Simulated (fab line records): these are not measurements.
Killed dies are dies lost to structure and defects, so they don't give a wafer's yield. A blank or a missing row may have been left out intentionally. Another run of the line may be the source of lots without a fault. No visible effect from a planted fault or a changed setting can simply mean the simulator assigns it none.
Chamber matching    flow nand_harc    pecvd-03 running NHARC_P_M2_DEP_33: 3 sister chambers
The step deposits SiCN, target thk 30 nm. 24 wafers are shown with their chamber, then 12 later ones without.

WAFERS WITH THEIR CHAMBER
wafer   chamber  heater_power_w (W)
L075.2  1        557
L075.3  2        501
L075.4  0        574
L076.3  2        498
L076.4  1        551
L076.5  0        642
L077.3  0        584
L077.4  1        560
L077.6  2        513
L081.1  0        644
L081.3  1        472
L081.4  2        518
L080.2  0        602
L080.5  2        529
L080.6  0        600
L083.1  1        524
L083.4  0        638
L083.6  1        541
L092.2  0        621
L092.3  1        530
L092.6  0        617
L093.3  2        457
L093.4  0        550
L093.6  1        561

SIGNATURES, as means of the wafers listed above
reading         chamber 0  chamber 1  chamber 2  scatter within a chamber
heater_power_w  607.20     537.00     502.67     29.4
Rule: a wafer's distance from a chamber is the root of the sum, over the readings, of the square of ((its reading less the chamber's mean) divided by the reading's scatter). The wafer belongs to the nearest chamber; if the next one is less than 2 further off, it can't be placed. The scatter is the square root of a quotient: the sum, over the shown wafers, of each reading's squared deviation from its chamber's mean, divided by wafers minus chambers.

WAFERS WITHOUT THEIR CHAMBER
wafer   heater_power_w (W)
L094.2  651
L094.5  533
L094.6  530
L094.1  523
L094.3  513
L094.4  637
L095.2  634
L095.4  637
L095.5  559
L097.2  460
L097.3  519
L097.5  529

WHICH CHAMBER EACH WENT THROUGH
wafer   from the rows above           in truth
L094.2  0                             0
L094.5  can't be placed: 1 or 2       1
L094.6  can't be placed: 1 or 2       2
L094.1  can't be placed: 1 or 2       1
L094.3  can't be placed: 2 or 1       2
L094.4  0                             0
L095.2  0                             0
L095.4  0                             0
L095.5  can't be placed: 1 or 0 or 2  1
L097.2  can't be placed: 2 or 1       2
L097.3  can't be placed: 2 or 1       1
L097.5  can't be placed: 1 or 2       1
Correct placement for 4 of the 12. These rows do not allow placing 8 (true chamber among the candidates in 8). Wrongly placed: 0.
